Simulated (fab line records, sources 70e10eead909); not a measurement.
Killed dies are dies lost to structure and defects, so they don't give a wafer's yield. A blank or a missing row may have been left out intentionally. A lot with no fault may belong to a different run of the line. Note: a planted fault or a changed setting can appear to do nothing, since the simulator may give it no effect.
fab line records    flow nandHarc
record: lots: 24  wafers: 72  lastDay: 24
route steps=1159 shown A_CHANNEL_HOLE_D1@483 A_CHANNEL_FILL_D1@492 A_STAIRCASE@549
lots that met no fault: taken from a fault-free run of the same line
startH: start of the lot's first displayed wafer, in hours after the record's first day    waitH: time in hours since the lot's previous step    " same as the row above    L1.1+2: a single row standing in for several wafers    - no value present, or no start provided    * or withheld: withheld    < > ~ a bound
route shown NAME@n: NAME is a module with steps in the file, n the number in the route of the first one    usual: the fault-free wafers' mean and standard deviation    same: alike in all rows    chamber/n: place in a boat    sites: per-site readings    _std_site: standard deviation of those values    _edge_site: mean of outer sites minus mean of inner sites    radiusMm: for every site, how far away it sits from the centre of the wafer    mask NAME#n: copy n    behind: the last tool/chamber to shape the wafer    hold: why the lot went on hold/how many hours it stayed there/how the hold came to an end    device: names the non-switching transistor (n, p or np)    end of line: the tests these same wafers got at the end of their route    step lacking rows: just its recipe    killed: dies that structure and defects cost at the first sort, which is not the same as the wafer's yield    map: a wafer's dies, x killed, . not, _ none there
set.NAME: the setting that was run; set.NAME@STEP: the one run at that earlier step    model.NAME: the simulator's own value behind a step, which no gauge read
one table for each step of the route and one row for each wafer, over a sample of lots
services: from which hour (startH, from the record's first day; less than 0 if before it) a tool's chamber was out of use, for how many hours, and why
== steps ==
step: NHARC_A_CHANNEL_HOLE_D1_ETCH_44
recipe: targetDepthA: 1400  overetchA: 140  timeS: 77  ionEnergyEv: 100  cf4FlowSccm: 80  o2FlowSccm: 20  arFlowSccm: 0  rfW: 300  biasW: 100  chemistry: CF4/O2
usual: drypumpMotorCurrentA: 5.6/0.51  oesProductAu: 1.002/0.0084  rfVppV: 197.9/1.3  showerheadPlenumPTorr: 1.35/0.05  throttleValvePct: 13.397/0.009
lot.wafer  tool        chamber  startH  waitH  drypumpMotorCurrentA  oesProductAu  rfHoursCounterH  rfVppV  showerheadPlenumPTorr  throttleValvePct
L074.2     rieDiel-04  2        180.06  0.1    6.5                   0.999         3                198.7   1.39                   13.404
L074.5     "           2        "       "      6.5                   1.002         -                196.9   1.39                   13.408
L074.6     "           3        "       "      5.2                   0.999         -                196.8   1.35                   13.403
L075.1     rieDiel-06  2        190.44  0.4    5.8                   1.001         10               197.6   1.30                   13.390
L075.6     "           1        "       "      5.2                   1.001         -                195.5   1.25                   13.395
L075.5     "           2        "       "      5.8                   1.004         -                197.6   1.30                   13.400
L076.2     rieDiel-04  3        194.78  0.1    5.2                   0.996         4                198.1   1.35                   13.410
L076.6     "           1        "       "      5.2                   1.004         -                195.9   1.32                   13.385
L076.4     "           2        "       "      6.5                   0.994         -                199.7   1.39                   13.406
L077.2     rieDiel-06  1        195.03  0.1    5.2                   1.011         10               196.7   1.24                   13.403
L077.3     "           3        "       "      5.9                   1.018         10               198.5   1.39                   13.405
L077.5     "           0        "       "      4.9                   1.001         -                197.6   1.29                   13.407
L078.1     rieDiel-04  1        198.45  0.1    5.2                   1.007         4                197.1   1.32                   13.392
L078.5     "           3        "       "      5.2                   0.999         -                197.1   1.35                   13.405
L078.6     "           0        "       "      5.4                   1.002         -                199.7   1.42                   13.393
L080.2     rieDiel-04  1        220.11  0.1    5.2                   1.010         6                197.3   1.32                   13.392
L080.1     "           0        "       "      5.3                   1.004         5                198.3   1.42                   13.394
L080.5     "           2        "       "      6.5                   0.992         -                198.9   1.39                   13.405
L079.2     rieDiel-06  2        220.65  0.5    5.8                   1.004         12               195.2   1.30                   13.386
L079.1     "           3        "       "      5.9                   1.003         12               200.3   1.38                   13.392
L079.4     "           1        "       "      5.2                   1.015         11               196.2   1.25                   13.394
L082.4     rieDiel-04  1        227.82  0.1    5.2                   1.000         7                197.2   1.32                   13.404
L082.1     "           3        "       "      5.2                   0.998         6                197.8   1.34                   13.393
L082.6     "           1        "       "      5.2                   1.013         -                197.1   1.32                   13.403
L081.1     rieDiel-11  2        228.55  0.1    6.3                   1.018         1                198.5   1.39                   13.406
L081.4     "           3        "       "      5.7                   0.995         1                197.8   1.33                   13.396
L081.6     "           2        "       "      6.2                   1.003         -                197.8   1.39                   13.391
L083.1     rieDiel-11  0        231.98  0.1    6.3                   0.990         1                199.8   1.34                   13.389
L083.2     "           1        "       "      6.0                   0.980         1                197.7   1.38                   13.381
L083.5     "           2        "       "      6.3                   1.012         -                198.5   1.39                   13.402
L084.3     rieDiel-04  2        238.89  0.1    6.5                   1.002         7                199.0   1.39                   13.388
L084.2     "           3        "       "      5.2                   0.998         7                197.9   1.34                   13.396
L084.5     "           1        "       "      5.2                   1.010         -                197.4   1.32                   13.403
L087.3     rieDiel-04  3        253.67  0.1    5.2                   0.988         8                197.5   1.34                   13.396
L087.6     "           0        "       "      5.4                   1.012         -                198.9   1.42                   13.401
L087.5     "           1        "       "      5.2                   0.997         -                197.9   1.32                   13.400
L086.1     rieDiel-11  0        253.82  0.1    6.3                   1.000         2                196.6   1.34                   13.405
L086.3     "           2        "       "      6.3                   1.012         3                199.5   1.39                   13.403
L086.6     "           0        "       "      6.3                   0.997         -                197.5   1.34                   13.383
L085.1     rieDiel-06  0        257.81  0.1    4.9                   0.997         1                197.9   1.29                   13.388
L085.6     "           3        "       "      5.9                   0.997         -                199.7   1.38                   13.401
L085.5     "           0        "       "      5.0                   1.001         -                196.9   1.29                   13.406
L088.2     rieDiel-06  0        269.16  0.1    5.0                   0.996         2                196.8   1.29                   13.388
L088.4     "           2        "       "      5.8                   0.993         2                198.4   1.30                   13.395
L088.1     "           3        "       "      5.9                   0.999         2                199.6   1.38                   13.376
L089.2     rieDiel-04  1        269.47  0.1    5.2                   1.001         10               197.2   1.32                   13.385
L089.1     "           2        "       "      6.5                   0.997         9                198.6   1.39                   13.404
L089.5     "           3        "       "      5.2                   1.003         -                195.8   1.34                   13.405
L090.1     rieDiel-11  1        276.53  0.1    6.1                   0.992         4                198.5   1.38                   13.394
L090.3     "           2        "       "      6.3                   0.993         4                199.3   1.39                   13.398
L090.6     "           0        "       "      6.3                   0.991         -                199.0   1.34                   13.385
L091.1     rieDiel-06  0        285.76  0.1    5.0                   1.005         4                196.4   1.29                   13.386
L091.5     "           0        "       "      5.0                   1.007         -                198.1   1.29                   13.403
L091.6     "           1        "       "      5.2                   1.023         -                196.2   1.24                   13.384
L092.2     rieDiel-04  2        285.83  0.0    6.5                   0.996         10               199.3   1.39                   13.399
L092.4     "           0        "       "      5.3                   0.993         10               199.4   1.42                   13.405
L092.1     "           1        "       "      5.2                   0.994         11               198.0   1.32                   13.387
L093.4     rieDiel-11  1        289.88  0.1    6.0                   0.997         6                198.4   1.38                   13.395
L093.3     "           3        "       "      5.6                   1.009         4                197.2   1.33                   13.375
L093.1     "           0        "       "      6.3                   0.992         5                197.3   1.33                   13.410
L094.1     rieDiel-06  3        290.04  0.1    5.9                   0.999         4                196.8   1.38                   13.394
L094.3     "           0        "       "      4.9                   1.003         4                196.1   1.29                   13.393
L094.4     "           1        "       "      5.2                   1.022         -                195.6   1.24                   13.391
L095.3     rieDiel-04  0        300.04  0.1    5.4                   0.993         0                198.6   1.42                   13.398
L095.2     "           1        "       "      5.2                   1.002         0                197.8   1.32                   13.396
L095.1     "           2        "       "      6.5                   0.999         0                198.3   1.39                   13.396
L096.2     rieDiel-11  0        302.24  0.1    6.3                   1.001         6                198.2   1.33                   13.413
L096.6     "           2        "       "      6.3                   0.998         -                199.8   1.39                   13.403
L096.4     "           0        "       "      6.3                   0.999         -                198.8   1.33                   13.396
L097.3     rieDiel-04  3        324.24  0.1    5.2                   1.011         1                196.3   1.34                   13.412
L097.1     "           2        "       "      6.5                   1.013         1                199.5   1.39                   13.393
L097.5     "           0        "       "      5.4                   1.012         -                199.6   1.42                   13.391
step: NHARC_A_CHANNEL_HOLE_D1_XSEM_31
recipe: landingEnergyEv: 35000
usual: botCdNm: 74.6/1.5  bowNm: 8.61/0.28  tiltDeg: 0.08/0.052
lot.wafer  tool     chamber  startH  waitH  botCdNm  bowNm  tiltDeg
L074.2     xsem-02  0        180.96  0.1    75.9     8.94   0.04
L074.5     "        0        "       "      76.6     8.87   0.04
L074.6     "        0        "       "      72.7     8.84   0.04
L075.1     xsem-01  0        191.31  0.1    73.7     8.88   0.09
L075.5     "        0        "       "      74.8     8.85   0.09
L075.6     "        0        "       "      74.4     8.91   0.09
L076.2     xsem-02  0        195.80  0.1    73.2     8.53   0.10
L076.4     "        0        "       "      73.9     8.57   0.10
L076.6     "        0        "       "      75.7     8.57   0.10
L077.2     xsem-01  0        195.91  0.1    75.3     9.14   0.09
L077.3     "        0        "       "      75.4     9.03   0.09
L077.5     "        0        "       "      74.5     9.01   0.09
L078.1     xsem-02  0        199.32  0.1    75.5     8.59   0.02
L078.5     "        0        "       "      75.2     8.63   0.02
L078.6     "        0        "       "      73.3     8.61   0.02
L080.1     xsem-01  0        221.00  0.1    74.3     8.40   0.09
L080.2     "        0        "       "      77.1     8.50   0.08
L080.5     "        0        "       "      76.3     8.44   0.09
L079.1     xsem-02  0        221.53  0.1    76.7     8.74   0.15
L079.2     "        0        "       "      75.8     8.64   0.15
L079.4     "        0        "       "      74.2     8.65   0.15
L082.1     xsem-01  0        228.70  0.1    71.5     8.33   0.02
L082.4     "        0        "       "      75.0     8.26   0.02
L082.6     "        0        "       "      75.0     8.22   0.02
L081.1     xsem-02  0        229.42  0.1    74.0     8.13   0.07
L081.4     "        0        "       "      73.9     8.23   0.07
L081.6     "        0        "       "      75.9     8.27   0.07
L083.1     xsem-01  0        232.86  0.1    73.3     8.58   0.17
L083.2     "        0        "       "      74.7     8.58   0.17
L083.5     "        0        "       "      73.4     8.62   0.17
L084.2     xsem-02  0        239.77  0.1    71.8     8.92   0.14
L084.3     "        0        "       "      74.6     8.88   0.14
L084.5     "        0        "       "      73.9     8.87   0.14
L087.3     xsem-01  0        254.58  0.1    71.1     8.77   0.21
L087.5     "        0        "       "      77.0     8.88   0.20
L087.6     "        0        "       "      74.1     8.82   0.21
L086.1     xsem-02  0        254.72  0.1    71.5     8.50   0.03
L086.3     "        0        "       "      73.9     8.43   0.03
L086.6     "        0        "       "      72.1     8.41   0.03
L085.1     xsem-01  0        258.71  0.1    74.9     8.29   0.08
L085.5     "        0        "       "      73.7     8.25   0.07
L085.6     "        0        "       "      73.4     8.23   0.07
L088.1     xsem-02  0        270.06  0.1    73.9     9.18   0.04
L088.2     "        0        "       "      73.9     9.18   0.04
L088.4     "        0        "       "      74.3     9.16   0.04
L089.1     xsem-01  0        270.33  0.1    76.0     8.59   0.17
L089.2     "        0        "       "      76.8     8.66   0.17
L089.5     "        0        "       "      74.7     8.64   0.17
L090.1     xsem-02  0        277.54  0.1    75.4     8.35   0.06
L090.3     "        0        "       "      78.2     8.40   0.06
L090.6     "        0        "       "      76.8     8.39   0.06
L092.1     xsem-01  0        286.71  0.1    76.4     8.51   0.07
L092.2     "        0        "       "      75.9     8.47   0.07
L092.4     "        0        "       "      74.7     8.58   0.07
L091.1     xsem-02  0        286.78  0.1    74.2     8.79   -0.01
L091.5     "        0        "       "      72.2     8.64   -0.01
L091.6     "        0        "       "      73.5     8.77   -0.01
L093.1     xsem-01  0        290.75  0.1    74.3     8.86   0.07
L093.3     "        0        "       "      75.4     8.90   0.07
L093.4     "        0        "       "      74.5     8.85   0.07
L094.1     xsem-02  0        291.05  0.1    75.1     8.48   0.08
L094.3     "        0        "       "      75.6     8.48   0.08
L094.4     "        0        "       "      74.5     8.48   0.08
L095.1     xsem-01  0        300.93  0.1    77.1     8.55   0.04
L095.2     "        0        "       "      76.1     8.56   0.05
L095.3     "        0        "       "      74.4     8.58   0.04
L096.2     xsem-01  0        303.23  0.1    74.6     8.64   0.12
L096.4     "        0        "       "      74.7     8.69   0.12
L096.6     "        0        "       "      78.9     8.64   0.12
L097.1     xsem-01  0        325.13  0.1    74.4     7.94   0.08
L097.3     "        0        "       "      72.8     8.09   0.08
L097.5     "        0        "       "      74.5     8.04   0.08
step: NHARC_A_CHANNEL_FILL_D1_ALD_02
recipe: targetThkA: 60  pulseTimeS: 10  aldCycles: 60  tempC: 300  material: SiO2
usual: heaterPowerW: 482/45  precursorPulseHeightRel: 1.002/0.019
lot.wafer  tool      chamber  startH  waitH  heaterPowerW  precursorPulseHeightRel
L074.2     aldHk-04  2        181.55  -      489           0.996
L074.5     "         0        "       "      442           1.016
L074.6     "         1        "       "      469           0.993
L075.1     aldHk-03  2        191.75  -      509           1.042
L075.6     "         0        "       "      502           1.015
L075.5     "         1        "       "      488           0.998
L076.2     aldHk-02  1        197.05  -      536           0.990
L076.4     "         2        "       "      528           0.973
L076.6     "         3        "       "      549           0.999
L077.3     aldHk-02  2        197.34  -      496           1.041
L077.2     "         3        "       "      550           1.020
L077.5     "         3        "       "      559           1.023
L078.1     aldHk-04  3        199.71  -      533           0.993
L078.6     "         2        "       "      500           1.000
L078.5     "         3        "       "      520           0.994
L080.1     aldHk-04  1        221.30  -      471           0.966
L080.2     "         2        "       "      489           0.977
L080.5     "         1        "       "      467           1.015
L079.4     aldHk-04  1        221.82  -      466           0.993
L079.1     "         2        "       "      500           0.992
L079.2     "         0        "       "      431           1.010
L082.1     aldHk-04  2        231.14  -      496           0.987
L082.4     "         3        "       "      539           0.970
L082.6     "         2        "       "      504           0.991
L081.1     aldHk-04  1        231.51  -      463           0.989
L081.4     "         3        "       "      530           1.009
L081.6     "         2        "       "      503           1.007
L083.1     aldHk-03  0        236.67  -      489           1.000
L083.2     "         1        "       "      486           1.025
L083.5     "         3        "       "      393           0.978
L084.2     aldHk-03  2        240.06  -      499           1.008
L084.3     "         0        "       "      492           0.998
L084.5     "         2        "       "      493           1.015
L087.3     aldHk-03  3        254.88  -      382           0.996
L087.5     "         3        "       "      391           0.986
L087.6     "         0        "       "      488           0.976
L086.1     aldHk-03  1        255.31  -      511           1.023
L086.3     "         3        "       "      386           0.998
L086.6     "         1        "       "      510           1.012
L085.1     aldHk-03  1        259.00  -      507           1.032
L085.5     "         1        "       "      513           0.966
L085.6     "         2        "       "      507           0.991
L088.4     aldHk-03  2        270.35  -      494           1.002
L088.1     "         3        "       "      406           1.021
L088.2     "         1        "       "      509           1.004
L089.2     aldHk-02  3        270.71  -      549           0.960
L089.1     "         1        "       "      549           0.965
L089.5     "         3        "       "      548           0.989
L090.1     aldHk-04  0        278.34  -      420           1.019
L090.3     "         1        "       "      473           0.994
L090.6     "         0        "       "      436           1.008
L092.2     aldHk-03  3        287.02  -      397           0.981
L092.4     "         1        "       "      499           0.968
L092.1     "         2        "       "      506           0.993
L091.1     aldHk-04  0        287.22  -      430           0.980
L091.5     "         2        "       "      503           1.043
L091.6     "         3        "       "      542           0.994
L093.4     aldHk-04  2        291.06  -      512           0.995
L093.1     "         3        "       "      530           1.000
L093.3     "         0        "       "      430           1.023
L094.3     aldHk-04  3        291.49  -      525           1.018
L094.1     "         0        "       "      425           0.986
L094.4     "         1        "       "      475           1.026
L095.1     aldHk-04  0        301.22  -      433           1.012
L095.2     "         1        "       "      479           0.996
L095.3     "         3        "       "      536           1.014
L096.2     aldHk-04  0        303.52  -      427           0.982
L096.4     "         3        "       "      531           1.005
L096.6     "         1        "       "      480           1.007
L097.3     aldHk-04  3        325.50  -      537           0.996
L097.1     "         1        "       "      472           1.037
L097.5     "         0        "       "      436           1.041
step: NHARC_A_STAIRCASE_ETCH_13
recipe: targetDepthA: 1000  timeS: 40.5  ionEnergyEv: 400  c4f8FlowSccm: 20  o2FlowSccm: 10  arFlowSccm: withheld  rfW: 600  biasW: 1000  chemistry: C4F8/O2
usual: oesProductAu: 0.938/0.013  rfVppV: 893/3.7
lot.wafer  tool        chamber  startH  waitH  oesProductAu  rfHoursCounterH  rfVppV
L074.2     rieDiel-13  0        -       -      0.953         45               895
L074.6     "           1        "       "      0.948         -                895
L074.5     "           2        "       "      0.953         -                891
L075.1     rieDiel-13  0        -       -      0.956         48               897
L075.6     "           2        "       "      0.943         -                890
L075.5     "           3        "       "      0.939         -                893
L077.3     rieDiel-09  0        -       -      0.968         55               897
L077.2     "           3        "       "      0.956         62               889
L077.5     "           1        "       "      0.954         -                891
L076.2     rieDiel-13  2        -       -      0.938         51               889
L076.4     "           0        "       "      0.929         49               896
L076.6     "           2        "       "      0.937         -                890
L078.1     rieDiel-09  2        -       -      0.915         65               890
L078.6     "           0        "       "      0.931         -                898
L078.5     "           1        "       "      0.930         -                892
L079.1     rieDiel-09  2        -       -      0.938         2                890
L079.4     "           3        "       "      0.962         3                889
L079.2     "           0        "       "      0.953         3                897
L080.1     rieDiel-10  1        -       -      0.942         32               902
L080.2     "           0        "       "      0.954         24               892
L080.5     "           1        "       "      0.940         -                902
L081.4     rieDiel-09  2        -       -      0.943         5                889
L081.1     "           1        "       "      0.955         6                892
L081.6     "           2        "       "      0.947         -                891
L082.4     rieDiel-09  1        -       -      0.924         6                891
L082.1     "           3        "       "      0.938         6                889
L082.6     "           1        "       "      0.936         -                890
L083.2     rieDiel-13  2        -       -      0.952         2                890
L083.1     "           1        "       "      0.934         1                894
L083.5     "           3        "       "      0.940         -                894
L084.3     rieDiel-09  3        -       -      0.944         9                888
L084.2     "           1        "       "      0.936         9                891
L084.5     "           0        "       "      0.937         -                898
L087.3     rieDiel-09  0        -       -      0.941         17               897
L087.5     "           2        "       "      0.951         -                889
L087.6     "           3        "       "      0.954         -                890
L086.1     rieDiel-13  0        -       -      0.946         10               895
L086.3     "           1        "       "      0.951         9                895
L086.6     "           3        "       "      0.946         -                894
L085.1     rieDiel-10  2        -       -      0.920         50               891
L085.5     "           1        "       "      0.915         -                902
L085.6     "           2        "       "      0.925         -                892
L089.2     rieDiel-10  0        -       -      0.909         45               891
L089.1     "           3        "       "      0.928         56               895
L089.5     "           0        "       "      0.915         -                890
L088.1     rieDiel-09  2        -       -      0.939         22               889
L088.4     "           3        "       "      0.940         23               889
L088.2     "           0        "       "      0.927         22               896
L090.1     rieDiel-09  2        -       -      0.944         25               888
L090.3     "           1        "       "      0.945         24               892
L090.6     "           3        "       "      0.953         -                888
L092.4     rieDiel-10  2        -       -      0.928         60               890
L092.2     "           3        "       "      0.958         61               894
L092.1     "           0        "       "      0.961         50               889
L094.1     rieDiel-13  0        -       -      0.950         20               897
L094.4     "           1        "       "      0.963         19               893
L094.3     "           3        "       "      0.948         22               893
L093.1     rieDiel-10  3        -       -      0.934         63               895
L093.4     "           0        "       "      0.919         52               891
L093.3     "           1        "       "      0.936         59               901
L091.1     rieDiel-10  3        -       -      0.929         64               894
L091.5     "           1        "       "      0.923         -                900
L091.6     "           2        "       "      0.915         -                890
L095.1     rieDiel-09  3        -       -      0.935         37               890
L095.2     "           0        "       "      0.940         35               897
L095.3     "           2        "       "      0.923         36               887
L096.2     rieDiel-13  3        -       -      0.925         27               894
L096.4     "           0        "       "      0.932         28               896
L096.6     "           1        "       "      0.929         -                894
L097.3     rieDiel-09  1        -       -      0.925         43               890
L097.1     "           3        "       "      0.930         46               889
L097.5     "           1        "       "      0.939         -                890
step: NHARC_A_STAIRCASE_TRIM_22
recipe: timeS: 211.2  o2FlowSccm: 500  arFlowSccm: 0  biasW: 0  chemistry: O2
usual: drypumpMotorCurrentA: 6.0/0.48  oesProductAu: 1.000/0.0087  rfVppV: 57.7/0.85  showerheadPlenumPTorr: 3.45/0.1  throttleValvePct: 17.037/0.0095
lot.wafer  tool        chamber  startH  waitH  drypumpMotorCurrentA  oesProductAu  rfHoursCounterH  rfVppV  showerheadPlenumPTorr  throttleValvePct
L074.2     rieDiel-13  3        -       -      6.2                   1.002         47               57.6    3.48                   17.043
L074.5     "           2        "       "      5.9                   1.017         -                56.5    3.37                   17.037
L074.6     "           3        "       "      6.2                   0.998         -                57.5    3.48                   17.045
L075.1     rieDiel-10  2        -       -      5.1                   1.000         22               57.9    3.41                   17.044
L075.5     "           2        "       "      5.0                   0.992         -                57.9    3.41                   17.042
L075.6     "           3        "       "      5.8                   1.005         -                58.5    3.51                   17.038
L076.2     rieDiel-13  1        -       -      6.6                   1.006         45               57.3    3.49                   17.036
L076.4     "           2        "       "      5.9                   1.002         52               58.0    3.37                   17.048
L076.6     "           0        "       "      5.8                   1.004         -                58.2    3.54                   17.029
L077.2     rieDiel-10  3        -       -      5.9                   1.003         26               58.4    3.50                   17.013
L077.3     "           1        "       "      5.4                   0.986         25               58.8    3.70                   17.034
L077.5     "           3        "       "      5.8                   0.994         -                57.9    3.50                   17.035
L078.1     rieDiel-13  3        -       -      6.2                   1.009         53               58.3    3.47                   17.033
L078.5     "           2        "       "      5.9                   1.022         -                56.3    3.37                   17.040
L078.6     "           3        "       "      6.2                   1.003         -                57.8    3.47                   17.039
L079.1     rieDiel-09  3        -       -      6.6                   1.011         3                55.9    3.34                   17.030
L079.2     "           0        "       "      5.7                   0.989         3                56.6    3.56                   17.019
L079.4     "           1        "       "      6.2                   1.004         3                58.4    3.40                   17.049
L080.2     rieDiel-10  0        -       -      5.7                   1.000         24               56.7    3.40                   17.034
L080.1     "           1        "       "      5.4                   1.002         32               58.0    3.69                   17.038
L080.5     "           1        "       "      5.4                   0.988         -                58.9    3.69                   17.036
L081.4     rieDiel-10  0        -       -      5.7                   1.014         30               57.1    3.40                   17.040
L081.1     "           1        "       "      5.4                   0.995         38               58.3    3.69                   17.054
L081.6     "           0        "       "      5.7                   1.009         -                57.5    3.40                   17.021
L082.1     rieDiel-09  1        -       -      6.2                   0.999         7                56.6    3.40                   17.016
L082.4     "           3        "       "      6.6                   1.015         7                55.7    3.34                   17.033
L082.6     "           1        "       "      6.2                   0.998         -                58.2    3.40                   17.039
L083.1     rieDiel-13  2        -       -      5.9                   1.000         2                56.6    3.36                   17.042
L083.2     "           3        "       "      6.2                   0.996         3                57.3    3.47                   17.038
L083.5     "           1        "       "      6.6                   1.008         -                58.3    3.48                   17.031
L084.2     rieDiel-13  0        -       -      5.7                   1.010         4                57.6    3.53                   17.025
L084.3     "           2        "       "      5.9                   1.003         3                56.3    3.36                   17.038
L084.5     "           0        "       "      5.7                   1.006         -                57.8    3.53                   17.044
L087.3     rieDiel-09  1        -       -      6.2                   1.005         16               58.4    3.39                   17.035
L087.5     "           2        "       "      6.5                   0.984         -                58.0    3.35                   17.051
L087.6     "           3        "       "      6.6                   1.002         -                57.5    3.33                   17.039
L086.3     rieDiel-09  3        -       -      6.6                   1.010         20               58.5    3.33                   17.023
L086.1     "           2        "       "      6.5                   0.993         19               57.2    3.34                   17.027
L086.6     "           0        "       "      5.6                   0.991         -                58.8    3.55                   17.024
L085.1     rieDiel-09  0        -       -      5.7                   0.998         20               58.7    3.55                   17.037
L085.6     "           1        "       "      6.2                   1.009         -                56.8    3.39                   17.040
L085.5     "           2        "       "      6.5                   0.994         -                56.8    3.35                   17.048
L089.1     rieDiel-10  1        -       -      5.4                   1.002         53               56.5    3.68                   17.040
L089.2     "           3        "       "      5.8                   0.998         56               58.4    3.49                   17.032
L089.5     "           2        "       "      5.0                   0.988         -                57.6    3.40                   17.038
L088.2     rieDiel-09  2        -       -      6.5                   0.994         22               58.0    3.34                   17.045
L088.4     "           3        "       "      6.6                   1.002         23               56.6    3.33                   17.040
L088.1     "           0        "       "      5.6                   0.993         23               59.5    3.55                   17.044
L090.1     rieDiel-13  0        -       -      5.7                   0.997         16               57.2    3.52                   17.037
L090.3     "           2        "       "      5.9                   1.003         16               57.1    3.35                   17.043
L090.6     "           0        "       "      5.7                   1.009         -                57.2    3.52                   17.044
L092.1     rieDiel-09  2        -       -      6.5                   0.995         30               57.0    3.34                   17.036
L092.2     "           3        "       "      6.6                   0.997         30               56.9    3.33                   17.039
L092.4     "           1        "       "      6.2                   0.997         28               57.0    3.39                   17.035
L094.1     rieDiel-10  0        -       -      5.7                   0.988         51               57.2    3.39                   17.028
L094.4     "           1        "       "      5.4                   0.995         58               58.7    3.68                   17.040
L094.3     "           2        "       "      5.0                   0.987         61               57.6    3.39                   17.049
L093.1     rieDiel-10  3        -       -      5.9                   1.018         65               56.8    3.48                   17.043
L093.3     "           0        "       "      5.7                   1.001         53               57.7    3.39                   17.029
L093.4     "           2        "       "      5.0                   0.995         63               58.9    3.39                   17.036
L091.1     rieDiel-13  1        -       -      6.7                   0.991         22               58.9    3.47                   17.052
L091.6     "           1        "       "      6.7                   0.992         -                58.2    3.47                   17.026
L091.5     "           0        "       "      5.7                   1.000         -                57.9    3.52                   17.040
L095.3     rieDiel-13  1        -       -      6.7                   0.997         27               57.3    3.47                   17.040
L095.2     "           2        "       "      5.8                   1.000         29               56.8    3.35                   17.026
L095.1     "           3        "       "      6.2                   1.004         28               57.1    3.46                   17.032
L096.2     rieDiel-09  2        -       -      6.5                   0.984         39               56.6    3.33                   17.034
L096.4     "           3        "       "      6.7                   0.994         40               56.0    3.32                   17.048
L096.6     "           2        "       "      6.5                   0.989         -                58.3    3.33                   17.027
L097.1     rieDiel-09  3        -       -      6.6                   0.998         47               58.4    3.32                   17.014
L097.3     "           0        "       "      5.7                   0.985         44               58.4    3.54                   17.023
L097.5     "           2        "       "      6.5                   0.980         -                57.7    3.33                   17.035
step: NHARC_A_STAIRCASE_ETCH_23
recipe: targetDepthA: 1000  timeS: 40.5  ionEnergyEv: 400  c4f8FlowSccm: 20  o2FlowSccm: 10  arFlowSccm: withheld  rfW: 600  biasW: 1000  chemistry: C4F8/O2
usual: oesProductAu: 0.943/0.013  rfVppV: 893/3.8
lot.wafer  tool        chamber  startH  waitH  oesProductAu  rfHoursCounterH  rfVppV
L074.2     rieDiel-13  1        -       -      0.951         41               894
L074.6     "           3        "       "      0.929         -                893
L074.5     "           0        "       "      0.948         -                896
L075.1     rieDiel-10  2        -       -      0.948         22               892
L075.5     "           2        "       "      0.938         -                892
L075.6     "           3        "       "      0.958         -                896
L076.4     rieDiel-13  3        -       -      0.942         52               893
L076.2     "           0        "       "      0.939         50               897
L076.6     "           0        "       "      0.951         -                895
L077.2     rieDiel-10  3        -       -      0.930         26               896
L077.3     "           0        "       "      0.980         17               892
L077.5     "           0        "       "      0.977         -                891
L078.1     rieDiel-13  1        -       -      0.944         47               895
L078.6     "           2        "       "      0.948         -                890
L078.5     "           3        "       "      0.933         -                895
L079.2     rieDiel-09  1        -       -      0.965         3                890
L079.4     "           3        "       "      0.950         3                889
L079.1     "           0        "       "      0.938         3                897
L080.2     rieDiel-10  0        -       -      0.938         25               892
L080.1     "           2        "       "      0.928         34               891
L080.5     "           0        "       "      0.937         -                891
L081.4     rieDiel-10  0        -       -      0.947         30               891
L081.1     "           1        "       "      0.933         38               902
L081.6     "           0        "       "      0.938         -                891
L082.4     rieDiel-09  3        -       -      0.959         7                892
L082.1     "           0        "       "      0.941         8                896
L082.6     "           1        "       "      0.947         -                892
L083.2     rieDiel-13  0        -       -      0.945         2                897
L083.1     "           1        "       "      0.940         2                894
L083.5     "           0        "       "      0.935         -                895
L084.2     rieDiel-13  2        -       -      0.961         3                890
L084.3     "           3        "       "      0.947         4                894
L084.5     "           1        "       "      0.944         -                893
L087.3     rieDiel-09  1        -       -      0.951         16               890
L087.6     "           0        "       "      0.941         -                898
L087.5     "           1        "       "      0.943         -                891
L086.1     rieDiel-09  3        -       -      0.968         20               890
L086.3     "           0        "       "      0.947         20               897
L086.6     "           3        "       "      0.960         -                888
L085.1     rieDiel-09  2        -       -      0.942         19               891
L085.6     "           2        "       "      0.943         -                889
L085.5     "           3        "       "      0.958         -                887
L089.1     rieDiel-10  2        -       -      0.935         55               892
L089.2     "           0        "       "      0.932         46               891
L089.5     "           1        "       "      0.940         -                903
L088.4     rieDiel-09  1        -       -      0.941         22               891
L088.2     "           2        "       "      0.936         22               890
L088.1     "           3        "       "      0.946         23               888
L090.1     rieDiel-13  0        -       -      0.959         16               896
L090.3     "           1        "       "      0.946         15               894
L090.6     "           0        "       "      0.952         -                896
L092.2     rieDiel-09  3        -       -      0.960         30               890
L092.1     "           0        "       "      0.959         28               896
L092.4     "           1        "       "      0.983         28               890
L094.4     rieDiel-10  1        -       -      0.940         59               901
L094.1     "           2        "       "      0.941         61               891
L094.3     "           0        "       "      0.924         51               892
L093.1     rieDiel-10  1        -       -      0.941         60               901
L093.4     "           2        "       "      0.941         63               890
L093.3     "           0        "       "      0.942         53               891
L091.1     rieDiel-13  0        -       -      0.945         23               896
L091.5     "           1        "       "      0.942         -                895
L091.6     "           2        "       "      0.943         -                890
L095.2     rieDiel-13  3        -       -      0.915         29               895
L095.3     "           1        "       "      0.926         29               894
L095.1     "           2        "       "      0.917         30               889
L096.4     rieDiel-09  2        -       -      0.920         39               888
L096.2     "           3        "       "      0.944         40               886
L096.6     "           1        "       "      0.932         -                889
L097.1     rieDiel-09  0        -       -      0.924         44               897
L097.3     "           1        "       "      0.953         44               890
L097.5     "           1        "       "      0.958         -                890
== services ==
tool        chamber  startH  hours  kind
rieDiel-09  0        157.09  9.5    repair
rieDiel-09  -        166.73  0.5    repair
rieDiel-06  0        174.83  3.5    repair
rieDiel-04  3        175.33  1.6    repair
rieDiel-10  -        177.11  9.0    pm
rieDiel-04  0        187.04  9.1    repair
rieDiel-11  -        189.50  9.0    pm
aldHk-04    -        189.64  10.0   pm
rieDiel-06  1        213.43  2.9    repair
rieDiel-09  1        223.01  2.1    repair
aldHk-03    -        229.86  0.9    repair
rieDiel-10  0        236.55  13.4   repair
rieDiel-06  -        241.65  9.0    pm
rieDiel-09  -        254.16  9.0    pm
rieDiel-06  2        272.34  63.7   repair
rieDiel-13  3        272.41  8.6    repair
rieDiel-13  -        276.04  9.0    pm
rieDiel-04  -        289.22  9.0    pm
xsem-02     -        302.00  14.0   pm
rieDiel-13  2        305.68  4.4    repair
aldHk-03    -        324.68  10.0   pm
rieDiel-06  0        327.55  3.1    repair
rieDiel-10  -        354.16  9.0    pm
rieDiel-13  -        375.21  2.7    repair
== key ==
fault none
